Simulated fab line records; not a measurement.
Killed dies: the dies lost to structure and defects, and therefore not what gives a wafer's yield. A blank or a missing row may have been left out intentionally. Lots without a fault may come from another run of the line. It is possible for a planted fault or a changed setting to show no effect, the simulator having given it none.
Chamber matching -- flow nand harc -- NHARC_A_STAIRCASE_ETCH_292 on rie diel-03 has 4 sister chambers
The step etches the open film in CF4/CHF3. 24 wafers are shown with their chamber, then 12 later ones without.

== WAFERS WITH THEIR CHAMBER ==
wafer,chamber,showerhead plenum p Torr (Torr),drypump motor current A (A),rf vpp V (V)
L075.3,3,1.64,6.2,372.3
L075.4,1,1.55,6.3,369.9
L075.6,3,1.64,6.2,371.9
L079.2,2,1.66,6.0,374.7
L079.4,1,1.54,6.3,370.4
L079.5,0,1.55,6.0,371.2
L078.3,0,1.55,6.1,369.7
L078.4,1,1.54,6.3,370.0
L078.5,2,1.66,6.0,373.3
L080.1,3,1.64,6.1,371.9
L080.2,1,1.54,6.3,370.6
L080.3,0,1.55,6.1,370.9
L082.3,1,1.54,6.3,370.0
L082.4,3,1.63,6.2,371.8
L082.5,3,1.63,6.1,373.0
L085.2,3,1.63,6.2,372.1
L085.5,1,1.54,6.3,370.5
L085.6,0,1.55,6.0,369.9
L089.1,3,1.63,6.2,371.4
L089.3,1,1.53,6.3,370.2
L089.5,1,1.54,6.3,367.8
L091.1,0,1.55,6.0,369.8
L091.2,3,1.63,6.2,372.1
L091.4,2,1.66,6.0,373.7

SIGNATURES (means of the wafers above)
reading,chamber 0,chamber 1,chamber 2,chamber 3,scatter within a chamber
showerhead plenum p Torr,1.5500,1.5400,1.6600,1.6337,0.0044
drypump motor current A,6.040,6.300,6.000,6.175,0.0367
rf vpp V,370.300,369.925,373.900,372.062,0.71
Rule: distance of a wafer from a chamber = root of the sum over the readings of ((wafer's reading minus chamber's mean) / reading's scatter) squared. If the next closest chamber is less than 2 further off than the closest, the wafer can't be placed; otherwise it belongs to the closest. The scatter is the square root of a quotient: the sum, over the shown wafers, of each reading's squared deviation from its chamber's mean, divided by wafers minus chambers.

== WAFERS MISSING THEIR CHAMBER ==
wafer,showerhead plenum p Torr (Torr),drypump motor current A (A),rf vpp V (V)
L090.3,1.66,6.0,373.6
L090.4,1.53,6.3,368.1
L090.6,1.65,6.0,373.8
L094.1,1.65,6.0,372.4
L094.2,1.63,6.2,372.4
L094.3,1.54,6.1,368.9
L093.4,1.63,6.2,373.6
L093.5,1.54,6.1,369.8
L093.6,1.63,6.2,371.8
L097.2,1.54,6.1,368.8
L097.3,1.53,6.3,368.8
L097.5,1.53,6.3,368.1

== WHICH CHAMBER EACH ONE RAN IN ==
wafer,from the rows above,in truth
L090.3,2,2
L090.4,1,1
L090.6,2,2
L094.1,2,2
L094.2,3,3
L094.3,0,0
L093.4,3,3
L093.5,0,0
L093.6,3,3
L097.2,0,0
L097.3,1,1
L097.5,1,1
Correct placement for 12 of the 12. Can't be placed from these rows: 0. Wrongly placed: 0.
